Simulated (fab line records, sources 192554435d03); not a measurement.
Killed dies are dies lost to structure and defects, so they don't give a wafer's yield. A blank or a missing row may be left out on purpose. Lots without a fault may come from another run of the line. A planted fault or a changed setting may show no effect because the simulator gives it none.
fab line records | flow n5_finfet
record lots=7 wafers=18 last_day=17
route steps=1938 shown SD_ACTIVATION@331 ILD0@335 BEOL_M4@1111 PASSIVATION@1936
lots that met no fault: from a run of the same line without faults
start_h: hours from the record's first day to the start of the lot's first wafer shown | wait_h: hours since the lot's step before | " the same as in the row above | L1.1+2: a row that stands for several wafers | - no value, or no start given | * or withheld: withheld | < > ~ a bound
route shown NAME@n: a module of which the file shows steps, and the number in the route of the first | usual: mean/standard deviation of fault-free wafers | same: alike in all rows | chamber/n: place in a boat | sites: the reading at each site | _std_site: their standard deviation | _edge_site: outer sites' mean less inner sites' | radius_mm: how far each site lies from the wafer's centre | mask NAME#n: copy n | behind: the tool/chamber that last shaped the wafer | hold: why the lot was held/for how many hours/how that ended | device: the transistor (n, p or np) that didn't switch | end of line: the same wafers' tests at the end of the route | a step without rows: its recipe alone | killed: dies lost to structure and defects at the first sort, not the wafer's yield | map: a wafer's dies, x killed, . not, _ none there
set.NAME: the setting as run; set.NAME@STEP: as run at that earlier step | model.NAME: the simulator's own value behind a step, which no gauge read
lots at some steps of the route; a table a step, a row a wafer
services: from which hour (start_h, from the record's first day; less than 0 if before it) a tool's chamber was out of use, for how many hours, and why
## steps
# step N5_SD_ACTIVATION_LSA_01
# recipe temp_c=1080 time_s=0.0008 ambient=N2
# usual wafer_temp_C_max=1084.7/0.98
# columns lot.wafer tool chamber start_h wait_h wafer_temp_C_max
L486.3 laser_anneal-02 0 59.21 0.2 1084.5
L486.4 " 0 " " 1085.5
L486.5 " 0 " " 1085.1
L493.4 laser_anneal-02 0 101.26 0.2 1085.4
L493.6 " 0 " " 1084.7
L495.1 laser_anneal-02 0 117.43 0.2 1083.2
L495.3 " 0 " " 1083.0
L495.4 " 0 " " 1085.3
L497.1 laser_anneal-01 0 127.09 0.2 1085.7
L497.4 " 0 " " 1085.8
L498.5 laser_anneal-01 0 131.46 0.2 1087.0
L498.6 " 0 " " 1083.8
L506.1 laser_anneal-02 0 183.22 0.2 1085.0
L506.4 " 0 " " 1085.7
L506.6 " 0 " " 1084.6
L509.4 laser_anneal-02 0 204.21 0.2 1083.9
L509.5 " 0 " " 1084.6
L509.6 " 0 " " 1083.1
# step N5_SD_ACTIVATION_RS_MEAS_03
# recipe thk_meas_gauge=four-point-probe
# usual RS_SD_N=21.85/0.27 RS_SD_P=56.2/0.78
# columns lot.wafer tool chamber start_h wait_h RS_SD_N[ohm/sq] RS_SD_P[ohm/sq]
L486.3 film_metro-01 - 59.40 0.2 21.90 55.1
L486.4 " - " " 21.74 54.6
L486.5 " - " " 21.66 54.9
L493.4 film_metro-01 - 101.43 0.1 21.97 57.3
L493.6 " - " " 22.14 56.7
L495.1 film_metro-02 - 117.64 0.2 22.22 55.6
L495.3 " - " " 22.10 54.8
L495.4 " - " " 22.11 55.4
L497.1 film_metro-02 - 127.29 0.2 21.49 56.2
L497.4 " - " " 21.50 56.5
L498.5 film_metro-01 - 131.63 0.1 22.13 56.4
L498.6 " - " " 22.19 55.9
L506.1 film_metro-01 - 183.42 0.2 21.55 57.6
L506.4 " - " " 21.89 57.7
L506.6 " - " " 22.03 57.4
L509.4 film_metro-01 - 204.38 0.1 21.55 56.2
L509.5 " - " " 21.42 54.9
L509.6 " - " " 21.47 56.2
# step N5_SD_ACTIVATION_INSPECT_02
# recipe inspect_instrument=darkfield mode=post_anneal
# usual raw_defect_count=182/44
# columns lot.wafer tool chamber start_h wait_h raw_defect_count
L486.3 defect_inspect-02 - 59.68 0.1 139
L486.4 " - " " 91
L486.5 " - " " 183
L493.4 defect_inspect-01 - 101.69 0.1 156
L493.6 " - " " 174
L495.1 defect_inspect-02 - 117.96 0.2 159
L495.3 " - " " 130
L495.4 " - " " 122
L497.1 defect_inspect-01 - 127.62 0.2 234
L497.4 " - " " 259
L498.5 defect_inspect-02 - 131.87 0.1 126
L498.6 " - " " 109
L506.1 defect_inspect-02 - 183.74 0.2 159
L506.4 " - " " 144
L506.6 " - " " 184
L509.4 defect_inspect-01 - 204.65 0.1 139
L509.5 " - " " 151
L509.6 " - " " 170
# step N5_ILD0_LINER_00
# recipe material=SiNx target_thk_a=40 temp_c=400 ald_precursor_family=SiH2I2 ald_co_reactant=N2/H2-plasma pulse_time_s=1 purge_time_s=2 co_reactant_purge_time_s=2 ald_cycles=80 pressure_torr=2
# usual heater_power_w=921/69 precursor_pulse_height_rel=0.999/0.022
# columns lot.wafer tool chamber start_h wait_h heater_power_w precursor_pulse_height_rel since_wet_clean_h
L486.3 ald_sin-04 3 59.71 0.0 821 0.964 52
L486.4 " 0 " " 978 0.978 52
L486.5 " 2 " " 1040 1.006 -
L493.4 ald_sin-04 3 101.73 0.0 827 0.972 94
L493.6 " 1 " " 844 1.037 -
L495.1 ald_sin-04 3 118.19 0.2 841 0.950 110
L495.3 " 1 " " 839 1.011 110
L495.4 " 2 " " 1044 0.997 110
L497.1 ald_sin-04 2 127.66 0.0 1026 1.024 120
L497.4 " 0 " " 1006 0.973 120
L498.5 ald_sin-02 3 132.10 0.2 907 0.992 -
L498.6 " 2 " " 965 0.994 -
L506.1 ald_sin-04 1 183.94 0.2 863 1.014 176
L506.4 " 2 " " 1016 0.977 176
L506.6 " 2 " " 1023 1.018 -
L509.4 ald_sin-03 0 204.88 0.2 764 0.986 -
L509.5 " 3 " " 851 0.996 -
L509.6 " 2 " " 928 1.035 -
# step N5_ILD0_FCVD_FILL_01
# recipe material=SiO2_flowable target_thk_a=2000 temp_c=100 pressure_torr=0.8 rf_w=2000 time_s=328.3
# step N5_ILD0_CURE_02
# recipe temp_c=450 time_s=1800 ambient=steam idle_temp_c=400 ramp_up_c_per_min=5 ramp_down_c_per_min=3 densification_p_h2o_torr=640
# step N5_ILD0_CMP_03
# recipe stop_on=SiNx t_overpolish_s=1.9 post_cmp_clean=alkaline_brush down_force_psi=4.1491 platen_rpm=51.796 pad_velocity_m_s=1.0306 target_thk_nm=197.38
# usual motor_current_A=12.8/1.2 overpolish_run_s=1.899/0.0086 time_to_endpoint_s=70/3.4
# columns lot.wafer tool chamber start_h wait_h motor_current_A overpolish_run_s time_to_endpoint_s
L486.4 cmp-01 0 62.08 0.0 12.7 1.915 66
L486.3 " 1 " " 13.4 1.882 68
L486.5 " 1 " " 13.6 1.895 67
L493.4 cmp-03 3 104.17 0.1 14.4 1.896 67
L493.6 " 1 " " 11.0 1.896 64
L495.1 cmp-02 1 120.62 0.0 15.6 1.895 73
L495.4 " 2 " " 11.1 1.897 71
L495.3 " 3 " " 11.2 1.920 70
L497.1 cmp-01 1 130.10 0.1 13.5 1.902 70
L497.4 " 2 " " 13.3 1.902 71
L498.5 cmp-03 3 134.42 0.2 13.9 1.912 74
L498.6 " 0 " " 11.9 1.899 72
L506.1 cmp-01 1 186.30 0.0 13.5 1.880 70
L506.4 " 0 " " 12.8 1.890 73
L506.6 " 1 " " 13.3 1.897 73
L509.4 cmp-03 1 207.17 0.2 11.4 1.907 73
L509.6 " 2 " " 12.5 1.899 75
L509.5 " 3 " " 13.4 1.901 78
# step N5_ILD0_THK_MEAS_04
# usual thk_nm=197.5/0.96
# columns lot.wafer tool chamber start_h wait_h thk_nm
L486.3 film_metro-02 - 62.38 - 197.5
L486.4 " - " " 197.5
L486.5 " - " " 197.4
L493.4 film_metro-01 - 104.39 - 198.0
L493.6 " - " " 197.9
L495.1 film_metro-02 - 120.91 - 196.5
L495.3 " - " " 197.2
L495.4 " - " " 197.2
L497.1 film_metro-02 - 130.32 - 196.8
L497.4 " - " " 197.6
L498.5 film_metro-02 - 134.57 - 200.0
L498.6 " - " " 198.5
L506.1 film_metro-01 - 186.60 - 198.6
L506.4 " - " " 197.0
L506.6 " - " " 196.1
L509.4 film_metro-01 - 207.36 - 199.1
L509.5 " - " " 198.2
L509.6 " - " " 197.9
# step N5_ILD0_CMP_07
# recipe stop_on=poly-Si material=SiO2_flowable t_overpolish_s=1.18 post_cmp_clean=alkaline_brush down_force_psi=4.1491 platen_rpm=51.796 pad_velocity_m_s=1.0306 target_thk_nm=138.88
# usual motor_current_A=12.6/1.3
# columns lot.wafer tool chamber start_h wait_h motor_current_A
L486.3 cmp-02 1 62.44 0.1 14.8
L486.4 " 2 " " 11.3
L486.5 " 1 " " 15.0
L493.4 cmp-02 0 104.42 0.0 12.8
L493.6 " 0 " " 12.3
L495.1 cmp-01 3 120.94 0.0 13.2
L495.4 " 0 " " 12.6
L495.3 " 2 " " 14.3
L497.1 cmp-02 1 130.35 0.0 15.1
L497.4 " 3 " " 10.1
L498.5 cmp-01 2 134.74 0.2 14.5
L498.6 " 3 " " 12.3
L506.1 cmp-03 0 186.70 0.1 12.2
L506.4 " 1 " " 11.5
L506.6 " 3 " " 13.9
L509.4 cmp-02 1 207.50 0.1 15.3
L509.6 " 2 " " 10.7
L509.5 " 3 " " 10.9
# step N5_ILD0_THK_MEAS_08
# usual thk_nm=139.0/0.76
# columns lot.wafer tool chamber start_h wait_h thk_nm
L486.3 film_metro-01 - 62.70 - 139.0
L486.4 " - " " 138.3
L486.5 " - " " 138.8
L493.4 film_metro-01 - 104.71 - 139.9
L493.6 " - " " 138.4
L495.1 film_metro-01 - 121.24 - 139.1
L495.3 " - " " 139.1
L495.4 " - " " 139.5
L497.1 film_metro-01 - 130.64 - 138.6
L497.4 " - " " 138.7
L498.5 film_metro-02 - 134.89 - 137.8
L498.6 " - " " 136.8
L506.1 film_metro-02 - 186.92 - 139.3
L506.4 " - " " 138.1
L506.6 " - " " 139.6
L509.4 film_metro-02 - 207.68 - 137.4
L509.5 " - " " 140.1
L509.6 " - " " 139.5
# step N5_ILD0_PRECLEAN_10
# recipe chemistry=NF3:NH3 afs_cycles=5 time_s=20 temp_c=30 sublimation_temp_c=180 sublimation_time_s=60 pressure_torr=3 rf_power_w=30
# step N5_ILD0_ALD_15
# recipe material=SiNx target_thk_a=240 temp_c=400 ald_precursor_family=SiH2I2 ald_co_reactant=N2/H2-plasma pulse_time_s=1 ald_cycles=480 purge_time_s=2 co_reactant_purge_time_s=2 pressure_torr=2
# usual ald_cycles=480/0 heater_power_w=911/71 precursor_pulse_height_rel=1.001/0.019
# columns lot.wafer tool chamber start_h wait_h ald_cycles heater_power_w precursor_pulse_height_rel since_wet_clean_h model.SiNx_of_ILD0_ALD_15.thk_nm
L486.3 ald_sin-02 3 64.08 0.7 480 884 0.970 161 24
L486.4 " 2 " " 480 954 1.021 161 23.8
L486.5 " 1 65.16 1.3 480 918 1.018 - 24
L493.4 ald_sin-03 2 106.51 1.3 870 943 1.022 - 43.2
L493.6 " 3 " " 870 880 0.983 - 43.4
L495.1 ald_sin-04 0 122.12 0.7 480 1006 0.998 115 24.2
L495.3 " 1 " " 480 871 0.982 115 24.2
L495.4 " 2 " " 480 1012 1.005 115 24.2
L497.1 ald_sin-03 2 131.53 0.7 480 953 0.988 320 23.8
L497.4 " 3 " " 870 902 1.001 320 43.4
L498.5 ald_sin-03 1 136.69 1.2 480 945 0.974 - 24
L498.6 " 0 " " 870 792 0.977 - 43.4
L506.1 ald_sin-04 0 188.21 1.1 480 999 0.995 181 24
L506.4 " 2 " " 480 1022 1.001 181 24.2
L506.6 " 2 189.29 1.7 480 1043 0.954 - 24.2
L509.4 ald_sin-03 0 209.48 1.3 480 763 0.994 - 24
L509.5 " 3 " " 480 855 1.015 - 24
L509.6 " 1 " " 480 914 1.008 - 24
# step N5_ILD0_CMP_12
# recipe stop_on=poly-Si material=SiNx t_overpolish_s=6 post_cmp_clean=alkaline_brush down_force_psi=2.5 platen_rpm=51.8 pad_velocity_m_s=1.0307 target_thk_nm=17.67
# usual motor_current_A=9.1/0.93 time_to_endpoint_s=28.7/1.7
# columns lot.wafer tool chamber start_h wait_h motor_current_A time_to_endpoint_s
L486.3 cmp-03 2 66.28 1.1 9.7 32.0
L486.4 " 3 " " 10.1 31.8
L486.5 " 3 " " 9.5 29.9
L493.4 cmp-01 3 107.67 0.1 9.2 54.5
L493.6 " 2 " " 10.3 51.6
L495.3 cmp-02 1 124.36 1.2 10.5 27.0
L495.1 " 2 " " 7.8 28.7
L495.4 " 3 " " 7.8 30.1
L497.4 cmp-02 0 133.79 1.2 9.1 52.3
L497.1 " 1 " " 10.5 25.9
L498.6 cmp-01 1 137.96 0.2 9.5 52.3
L498.5 " 2 " " 10.0 28.2
L506.4 cmp-01 1 190.45 1.2 10.1 29.1
L506.1 " 3 " " 9.2 31.0
L506.6 " 0 " " 8.8 31.0
L509.4 cmp-02 3 210.60 0.0 7.6 27.8
L509.5 " 3 " " 8.1 28.1
L509.6 " 0 " " 8.9 27.2
# step N5_ILD0_THK_MEAS_13
# usual thk_nm=17.6/0.88
# columns lot.wafer tool chamber start_h wait_h thk_nm
L486.3 film_metro-01 - 66.57 - 17.7
L486.4 " - " " 17.7
L486.5 " - " " 18.0
L493.4 film_metro-02 - 107.93 - 18.4
L493.6 " - " " 19.1
L495.1 film_metro-02 - 124.61 - 17.7
L495.3 " - " " 19.0
L495.4 " - " " 17.6
L497.1 film_metro-01 - 134.04 - 17.3
L497.4 " - " " 17.7
L498.5 film_metro-01 - 138.10 - 16.7
L498.6 " - " " 16.2
L506.1 film_metro-01 - 190.70 - 18.2
L506.4 " - " " 18.0
L506.6 " - " " 18.3
L509.4 film_metro-01 - 210.89 - 17.0
L509.5 " - " " 16.6
L509.6 " - " " 17.5
# step N5_BEOL_M4_RC_MEAS_101
# usual DIBL_N=36.4/1.3 DIBL_P=36.5/1.7 IOFF_N=0.154/0.022 IOFF_P=0.202/0.025 ION_N=671/9.8 ION_P=460/6.8 SS_N=71.6/0.54 SS_P=73.4/0.58 VT_N=250.9/2.8 VT_P=-251.4/2.7
# columns lot.wafer tool chamber start_h wait_h DIBL_N[mV/V] DIBL_P[mV/V] IOFF_N[nA/um] IOFF_P[nA/um] ION_N[uA/um] ION_P[uA/um] SS_N[mV/dec] SS_P[mV/dec] VT_N[mV] VT_P[mV]
L486.3 prober-01 0 168.19 0.3 39.2 37.6 0.178 0.219 674 463 72.4 74.0 250.6 -252.2
L486.4 " 0 " " 39.8 39.4 0.197 0.238 675 463 72.7 74.7 245.5 -250.4
L486.5 " 0 " " 37.8 36.3 0.156 0.205 671 460 71.9 73.5 251.4 -251.0
L493.4 prober-02 0 220.52 0.5 33.8 32.9 0.127 0.165 652 446 70.9 73.0 254.4 -255.9
L493.6 " 0 " " 37.1 37.2 0.187 0.216 674 457 72.1 73.8 248.1 -253.4
L495.1 prober-01 0 224.24 0.0 37.1 38.2 0.170 0.210 677 459 72.1 73.5 248.3 -252.3
L495.3 " 0 " " 37.0 38.3 0.168 0.211 666 455 72.5 73.1 251.1 -252.3
L495.4 " 0 " " 35.2 36.1 0.137 0.183 666 459 71.1 72.8 250.0 -251.6
L497.1 prober-02 0 228.32 0.0 36.7 37.2 0.154 0.200 664 453 71.4 73.1 250.5 -254.0
L497.4 " 0 " " 37.1 37.8 0.162 0.208 674 457 71.9 73.6 248.3 -252.8
L498.5 prober-01 0 230.85 0.6 34.5 37.5 0.130 0.163 668 451 71.6 72.3 254.5 -258.2
L498.6 " 0 " " 36.3 39.3 0.157 0.190 675 461 71.5 73.4 250.8 -253.5
L506.1 prober-01 0 295.71 0.0 37.2 37.3 0.181 0.229 686 466 71.5 74.3 246.2 -252.0
L506.4 " 0 " " 37.4 36.9 0.176 0.230 676 461 72.2 74.3 249.3 -249.1
L506.6 " 0 " " 37.0 36.0 0.167 0.210 672 453 71.8 73.7 251.2 -250.0
L509.4 prober-01 0 306.06 0.5 36.5 37.8 0.169 0.209 689 468 71.7 74.0 248.4 -249.1
L509.5 " 0 " " 34.7 35.4 0.129 0.166 667 451 71.6 73.0 252.9 -251.2
L509.6 " 0 " " 36.7 38.3 0.172 0.206 689 462 72.6 72.5 248.4 -251.7
# step N5_PASSIVATION_PROBE_49
# usual defect_limited_yield=91.1/1.3 killed_at_M0_to_M3=34/10 killed_at_M4_up=14/5.7 killed_at_contacts=12/5.9 killed_at_front_end=41/12 killed_at_other=4/3.1 killed_dies=105/15 killed_on_rim=14/4.2 killed_open=69/11 killed_short=35/7.8 sort_bin_5_function=5.3/0.81 sort_bin_6_memory=3.3/0.75 sort_n_pass=1075/15 sort_yield_pct=91.1/1.3
# same gross_dies=1180 killed_at_back_side=0 sort_bin_4_leakage[%]=0 sort_bin_8_speed[%]=0
# columns lot.wafer tool chamber start_h wait_h defect_limited_yield[%] killed_at_M0_to_M3 killed_at_M4_up killed_at_contacts killed_at_front_end killed_at_other killed_dies killed_on_rim killed_open killed_short sort_bin_5_function[%] sort_bin_6_memory[%] sort_n_pass sort_yield_pct[%]
L486.3 prober-02 - 267.89 0.1 93.4 23 17 7 29 2 78 10 53 23 4.5 2.0 1102 93.4
L486.4 prober-02 - 267.94 0.2 91.7 21 22 7 45 3 98 17 68 22 4.4 3.0 1082 91.7
L486.5 prober-02 - 267.99 0.2 93.2 25 11 17 25 2 80 10 53 27 3.4 3.1 1100 93.2
L495.1 prober-01 - 324.50 0.0 91.4 34 16 9 40 2 101 13 61 35 5.1 3.3 1079 91.4
L495.3 prober-01 - 324.60 0.1 91.9 27 16 18 29 6 96 19 69 18 4.8 2.8 1084 91.9
L495.4 prober-01 - 324.65 0.2 93.6 27 11 0 34 3 75 11 44 24 3.9 2.0 1105 93.6
L497.1 prober-02 - 336.77 0.0 90.8 47 14 5 38 5 109 9 73 33 4.6 4.4 1071 90.8
L497.4 prober-02 - 336.92 0.2 91.5 32 17 17 32 2 100 8 57 43 5.2 2.7 1080 91.5
L506.6 prober-02 - 392.84 0.3 90.6 42 9 14 43 3 111 23 72 33 5.8 3.1 1069 90.6
L509.4 prober-01 - 403.55 0.2 91.4 44 7 14 30 6 101 12 60 38 5.3 2.9 1079 91.4
L509.5 prober-01 - 403.60 0.2 91.5 35 17 16 24 8 100 23 60 31 4.2 3.6 1080 91.5
L509.6 prober-01 - 403.65 0.3 89.0 44 23 11 47 5 130 24 91 37 6.9 3.6 1050 89.0
# killed by level:class
L486.3 BEOL_M3:geometric_particle:open=7 FIN_SAQP:geometric_particle:open=6 MOL_CONTACT_COAG:geometric_particle:open=5 FIN_SAQP:geometric_particle:short=5 BEOL_M8:geometric_particle:open=5 FIN_CUT:geometric_particle:open=4 BEOL_M0_SAQP:geometric_particle:open=4 BEOL_M4:geometric_particle:open=4
L486.4 BEOL_M4:geometric_particle:open=12 STI_FIN_REVEAL:geometric_particle:open=10 HKMG_FIN:area_etch=8 FIN_SAQP:geometric_particle:open=7 BEOL_M3:geometric_particle:open=6 MOL_CONTACT_COAG:geometric_particle:open=5 BEOL_M2:geometric_particle:open=5 STARTING-WAFER:geometric_particle:open=4
L486.5 MOL_CONTACT_COAG:geometric_particle:open=15 FIN_SAQP:geometric_particle:short=8 DUMMY_GATE:geometric_particle:open=7 BEOL_M0_SAQP:geometric_particle:short=6 BEOL_M1:geometric_particle:open=6 BEOL_M0_SAQP:geometric_particle:open=5 BEOL_M4:geometric_particle:open=4 STI_FIN_REVEAL:geometric_particle:open=3
L495.1 BEOL_M0_SAQP:geometric_particle:open=15 STI_FIN_REVEAL:geometric_particle:open=10 BEOL_M0_SAQP:geometric_particle:short=10 MOL_CONTACT_COAG:geometric_particle:open=7 FIN_SAQP:geometric_particle:open=6 FIN_SAQP:geometric_particle:short=6 BEOL_M4:geometric_particle:open=5 GATE_CUT:geometric_particle:short=4
L495.3 MOL_CONTACT_COAG:geometric_particle:open=15 STI_FIN_REVEAL:geometric_particle:open=7 BEOL_M3:geometric_particle:open=6 STARTING-WAFER:geometric_particle:open=5 BEOL_M0_SAQP:geometric_particle:short=4 BEOL_M2:geometric_particle:open=4 HKMG_FIN:area_etch=4 MOL_CONTACT_COAG:geometric_particle:short=3
L495.4 BEOL_M0_SAQP:geometric_particle:open=9 STI_FIN_REVEAL:geometric_particle:open=7 BEOL_M0_SAQP:geometric_particle:short=7 FIN_SAQP:geometric_particle:open=5 FIN_SAQP:geometric_particle:short=5 DUMMY_GATE:geometric_particle:open=5 BEOL_M2:geometric_particle:open=3 BEOL_M5:geometric_particle:open=3
L497.1 BEOL_M2:geometric_particle:open=14 STI_FIN_REVEAL:geometric_particle:open=10 BEOL_M1:geometric_particle:open=8 BEOL_M0_SAQP:geometric_particle:open=8 GATE_CUT:geometric_particle:short=6 BEOL_M3:geometric_particle:open=6 STARTING-WAFER:geometric_particle:open=5 BEOL_M0_SAQP:geometric_particle:short=5
L497.4 BEOL_M2:geometric_particle:open=16 MOL_CONTACT_COAG:geometric_particle:open=9 BEOL_M4:geometric_particle:open=9 MOL_CONTACT_COAG:geometric_particle:short=8 GATE_CUT:geometric_particle:short=7 DUMMY_GATE:geometric_particle:short=5 FIN_SAQP:geometric_particle:short=4 BEOL_M0_SAQP:geometric_particle:short=4
L506.6 DUMMY_GATE:geometric_particle:open=14 BEOL_M0_SAQP:geometric_particle:short=13 MOL_CONTACT_COAG:geometric_particle:open=8 BEOL_M0_SAQP:geometric_particle:open=8 BEOL_M2:geometric_particle:open=8 STI_FIN_REVEAL:geometric_particle:open=7 BEOL_M3:geometric_particle:open=7 MOL_CONTACT_COAG:geometric_particle:short=6
L509.4 BEOL_M1:geometric_particle:open=11 FIN_SAQP:geometric_particle:open=9 FIN_SAQP:geometric_particle:short=9 MOL_CONTACT_COAG:geometric_particle:open=9 BEOL_M0_SAQP:geometric_particle:short=9 BEOL_M0_SAQP:geometric_particle:open=8 BEOL_M3:geometric_particle:open=8 MOL_CONTACT_COAG:geometric_particle:short=5
L509.5 MOL_CONTACT_COAG:geometric_particle:open=14 BEOL_M3:geometric_particle:open=9 STI_FIN_REVEAL:geometric_particle:open=8 BEOL_M0_SAQP:geometric_particle:open=7 BEOL_M0_SAQP:geometric_particle:short=6 FIN_SAQP:geometric_particle:short=4 BEOL_M1:geometric_particle:open=4 BEOL_M2:geometric_particle:open=4
L509.6 STI_FIN_REVEAL:geometric_particle:open=11 BEOL_M1:geometric_particle:open=11 FIN_SAQP:geometric_particle:open=10 BEOL_M0_SAQP:geometric_particle:open=10 MOL_CONTACT_COAG:geometric_particle:open=9 BEOL_M0_SAQP:geometric_particle:short=9 BEOL_M3:geometric_particle:open=8 BEOL_M4:geometric_particle:open=7
## services
# columns tool chamber start_h hours kind
cmp-02 - 47.75 3.6 repair
laser_anneal-02 - 51.65 1.4 repair
cmp-01 - 53.29 4.0 pm
ald_sin-04 - 54.85 1.3 repair
ald_sin-03 0 56.16 5.3 repair
ald_sin-03 1 101.55 18.4 repair
cmp-01 - 103.32 4.2 pm
laser_anneal-01 - 115.22 2.9 pm
cmp-03 - 124.34 7.2 pm
laser_anneal-02 - 130.04 10.1 pm
cmp-02 - 134.51 5.8 pm
cmp-01 - 138.85 1.5 repair
cmp-02 - 141.38 4.0 pm
laser_anneal-01 - 144.03 18.4 pm
cmp-02 - 145.38 - consumable_replace:conditioner
cmp-02 - 145.38 - consumable_replace:pad
cmp-01 - 159.35 8.3 repair
laser_anneal-02 - 170.36 3.2 pm
laser_anneal-01 - 170.64 1.0 repair
ald_sin-03 - 177.86 14.0 pm
laser_anneal-01 - 181.27 8.7 pm
cmp-01 - 189.30 1.0 repair
laser_anneal-02 - 194.80 8.2 pm
cmp-02 - 201.67 0.3 repair
## key
first_sign step=N5_ILD0_ALD_15 reading=ald_cycles direction=up sigmas=99+ usual=* struck=*
effect step=N5_ILD0_CMP_12 reading=time_to_endpoint_s direction=up sigmas=14 usual=* struck=*
model_effect step=N5_ILD0_ALD_15 value=SiNx_of_ILD0_ALD_15.thk_nm without=23.9 struck=43.35
met_at N5_ILD0_ALD_15
struck_wafers L493.4,L493.6,L497.4,L498.6
fault kind=process_parameter_drift tool=ald_sin-03 chamber=- onset_h=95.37 steps=N5_ILD0_ALD_15 channel=ald_cycles offset=* shape=step end_h=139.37 scope=struck_wafers_only acts_in=* stated=*
